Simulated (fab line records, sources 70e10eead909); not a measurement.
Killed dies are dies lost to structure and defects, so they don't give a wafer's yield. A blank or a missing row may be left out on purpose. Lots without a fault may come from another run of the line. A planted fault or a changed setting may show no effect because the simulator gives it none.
Chamber matching | flow nand_harc | NHARC_A_CONTACT_ETCH_91 on rie_diel-13: 4 sister chambers
The step etches the open film in CH3F/O2, target depth 40 nm, time 85.7 s. 18 wafers are shown with their chamber, then 9 later ones without.

WAFERS WITH THEIR CHAMBER
wafer  | chamber | drypump_motor_current_A (A) | showerhead_plenum_p_Torr (Torr) | rf_vpp_V (V)
L074.1 | 2       | 5.2                         | 2.62                            | 246.9
L074.2 | 1       | 5.8                         | 2.34                            | 242.7
L074.6 | 3       | 6.0                         | 2.28                            | 240.7
L075.2 | 0       | 5.9                         | 2.43                            | 244.6
L075.4 | 1       | 5.8                         | 2.33                            | 241.2
L075.5 | 3       | 6.1                         | 2.28                            | 243.4
L078.1 | 0       | 5.9                         | 2.43                            | 244.9
L078.2 | 1       | 5.8                         | 2.33                            | 240.4
L078.4 | 3       | 6.1                         | 2.27                            | 242.1
L091.1 | 2       | 5.2                         | 2.61                            | 245.9
L091.3 | 3       | 6.1                         | 2.66                            | 246.3
L091.5 | 2       | 5.2                         | 2.61                            | 244.5
L087.2 | 3       | 6.1                         | 2.66                            | 247.4
L087.3 | 2       | 5.2                         | 2.61                            | 245.9
L087.4 | 1       | 5.8                         | 2.32                            | 243.2
L086.1 | 1       | 5.8                         | 2.32                            | 240.9
L086.2 | 0       | 5.9                         | 2.42                            | 243.7
L086.4 | 2       | 5.2                         | 2.61                            | 246.4

SIGNATURES (means of the wafers above)
reading                  | chamber 0 | chamber 1 | chamber 2 | chamber 3 | scatter within a chamber
drypump_motor_current_A  | 5.900     | 5.800     | 5.200     | 6.080     | 0.0239
showerhead_plenum_p_Torr | 2.4267    | 2.3280    | 2.6120    | 2.4300    | 0.112
rf_vpp_V                 | 244.400   | 241.680   | 245.920   | 243.980   | 1.72
Rule: a wafer's distance from a chamber is the root of the sum, over the readings, of the square of ((its reading less the chamber's mean) divided by the reading's scatter). The wafer belongs to the nearest chamber; if the next one is less than 2 further off, it can't be placed. The scatter: the root of (the sum of the squares of (reading less its chamber's mean) over the shown wafers, divided by (wafers less chambers)).

WAFERS WITHOUT THEIR CHAMBER
wafer  | drypump_motor_current_A (A) | showerhead_plenum_p_Torr (Torr) | rf_vpp_V (V)
L088.1 | 5.8                         | 2.32                            | 241.9
L088.3 | 6.1                         | 2.66                            | 246.1
L088.4 | 5.2                         | 2.61                            | 246.2
L095.1 | 5.9                         | 2.42                            | 243.3
L095.4 | 5.8                         | 2.32                            | 242.6
L095.6 | 5.9                         | 2.42                            | 243.6
L097.2 | 6.1                         | 2.65                            | 247.7
L097.4 | 5.9                         | 2.42                            | 242.6
L097.5 | 6.1                         | 2.65                            | 246.7

WHICH CHAMBER EACH WENT THROUGH
wafer  | from the rows above | in truth
L088.1 | 1                   | 1
L088.3 | 3                   | 3
L088.4 | 2                   | 2
L095.1 | 0                   | 0
L095.4 | 1                   | 1
L095.6 | 0                   | 0
L097.2 | 3                   | 3
L097.4 | 0                   | 0
L097.5 | 3                   | 3
Placed correctly: 9 of 9. Can't be placed from these rows: 0. Placed wrongly: 0.
